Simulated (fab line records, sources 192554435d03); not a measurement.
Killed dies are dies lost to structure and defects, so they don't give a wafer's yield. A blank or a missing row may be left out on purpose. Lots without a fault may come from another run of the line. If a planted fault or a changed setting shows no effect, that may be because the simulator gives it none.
Problem report in the 8D (eight disciplines) form, filled by code || flow n5_finfet || the parts of the form that need people (team, actions taken, sign-off) are left out

1. PROBLEM STATEMENT
Wafers with no fault read 37 with a standard deviation of 12, whereas killed_at_M0_to_M3 at N5_PASSIVATION_PROBE_49 reads a mean of 134 on 1 wafer of 1 lot. Relative to the usual mean, that is a shift of +8.1 standard deviations.
Earliest sighting: wafer L959.2 on prober-01 at day 16 19:40. The record holds 28 wafers of 10 lots with a number at this step. Rule for "out", or "out of limits": more than 4 standard deviations from the usual mean. All remaining wafers that have a number are taken as sound.

2. WHAT IT IS, AND WHAT IT ISN'T
{"question": "which readings at this step", "is": "killed_at_M0_to_M3, defect_limited_yield, killed_dies, sort_bin_5_function, sort_n_pass, sort_yield_pct", "is not": "killed_at_contacts, killed_at_front_end, killed_at_other, killed_open, killed_short, sort_bin_6_memory"}
{"question": "which lots", "is": "L959", "is not": "L942, L945, L947, L948, L950, L951, L960, L961, L965"}
{"question": "which wafers of those lots", "is": "L959.2", "is not": "L959.4, L959.6"}
{"question": "read on which tools", "is": "prober-01", "is not": "prober-02"}
{"question": "when", "is": "from day 16 19:40", "is not": "up to then (16 sound wafers); but 11 sound wafers of L959, L960, L961, L965 came after"}

3. WHAT RULES OUT EACH SUSPECT
Counting: any tool at a process step up to the reading remains a suspect provided it ran every lot that is out. Sound lots after the first of them don't rule it out here, since some wafers of a struck lot are sound.
- wet_bench-02 at N5_BEOL_M1_HM_STRIP_39 (strips TiN in peroxide tin strip, target depth 25 nm, time 158 s): kept. L959, the lot that is out, went through it at day 10 13:47; up to then, the latest sound lot through it was L951 at day 8 20:40.
- rie_metal-01 at N5_PASSIVATION_AL_ETCH_33 (etches Al in Cl2/BCl3, stops on TaN, target depth 2800 nm, time 466.7 s): kept. L959, the lot that is out, went through it at day 16 14:14; up to then, the latest sound lot through it was L948 at day 14 07:19.
- pecvd-02 at N5_PASSIVATION_PECVD_35 (deposits SiNx from SiH4/NH3/N2, target thk 700 nm, time 151.3 s): kept. L959, the lot that is out, went through it at day 16 15:32; up to then, the latest sound lot through it was L950 at day 14 16:34.
- prober-01 at N5_PASSIVATION_PROBE_49: kept. L959, the lot that is out, went through it at day 16 19:40; up to then, the latest sound lot through it was L951 at day 15 06:40. Its own readings are out on those wafers: defect_limited_yield, killed_at_M0_to_M3, killed_dies, sort_bin_5_function, sort_n_pass, sort_yield_pct.
- wet_bench-02, N5_BEOL_M1_HM_STRIP_39: wafers that are out in chamber 5, sound lot-mates in chambers 2, 6.
- pecvd-02, N5_PASSIVATION_PECVD_35: wafers that are out in chamber 2, sound lot-mates in chambers 0, 1.
Left after counting: wet_bench-02 at N5_BEOL_M1_HM_STRIP_39, rie_metal-01 at N5_PASSIVATION_AL_ETCH_33, pecvd-02 at N5_PASSIVATION_PECVD_35, prober-01 at N5_PASSIVATION_PROBE_49.

4. THE CAUSE (what the simulator had put in)
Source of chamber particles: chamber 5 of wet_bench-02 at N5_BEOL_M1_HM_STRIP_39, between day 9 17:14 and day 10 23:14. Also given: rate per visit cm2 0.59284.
After counting, 4 suspects remain, this tool included.

5. SEQUENCE OF EFFECTS, ordered by route
Each row: a reading where the mean over the struck wafers with a number is more than 3 standard deviations away from the usual. Scope: only readings with a usual standard deviation given in the record; hours: median across lots of the time from each lot's start at the first step in this table that gives one to its start at this step; sigmas: change in usual standard deviations.
{"hours": 0, "step": "N5_PASSIVATION_PROBE_49", "reading": "defect_limited_yield", "usual": "90.5 %", "on struck wafers": 80.8, "change": -9.7, "sigmas": -5.7}
{"hours": 0, "step": "N5_PASSIVATION_PROBE_49", "reading": "killed_at_M0_to_M3", "usual": 37, "on struck wafers": 134, "change": "+97", "sigmas": "+8.1"}
{"hours": 0, "step": "N5_PASSIVATION_PROBE_49", "reading": "killed_dies", "usual": 112, "on struck wafers": 226, "change": "+114", "sigmas": "+5.4"}
{"hours": 0, "step": "N5_PASSIVATION_PROBE_49", "reading": "sort_bin_5_function", "usual": "5.6 %", "on struck wafers": 13.3, "change": "+7.7", "sigmas": "+6.4"}
{"hours": 0, "step": "N5_PASSIVATION_PROBE_49", "reading": "sort_n_pass", "usual": 1068, "on struck wafers": 954, "change": -114, "sigmas": -5.4}
{"hours": 0, "step": "N5_PASSIVATION_PROBE_49", "reading": "sort_yield_pct", "usual": "90.5 %", "on struck wafers": 80.8, "change": -9.7, "sigmas": -5.4}
Here are the process steps it includes:
- N5_PASSIVATION_PROBE_49

6. HOW IT WOULD HAVE BEEN CAUGHT EARLIER
In this record no reading fell out of limits until day 16 19:40, 170 hours after the fault had begun at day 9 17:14.
Of the tool readings at N5_BEOL_M1_HM_STRIP_39 for which the record gives a usual standard deviation, none was out on any struck wafer, so an alarm limit of 4 standard deviations on them would not have fired.
Each of the lots that are out, 1 in all, had begun N5_BEOL_M1_HM_STRIP_39 on wet_bench-02 no later than day 16 19:40. Had the tool been put on hold then, not one of them would have been saved.
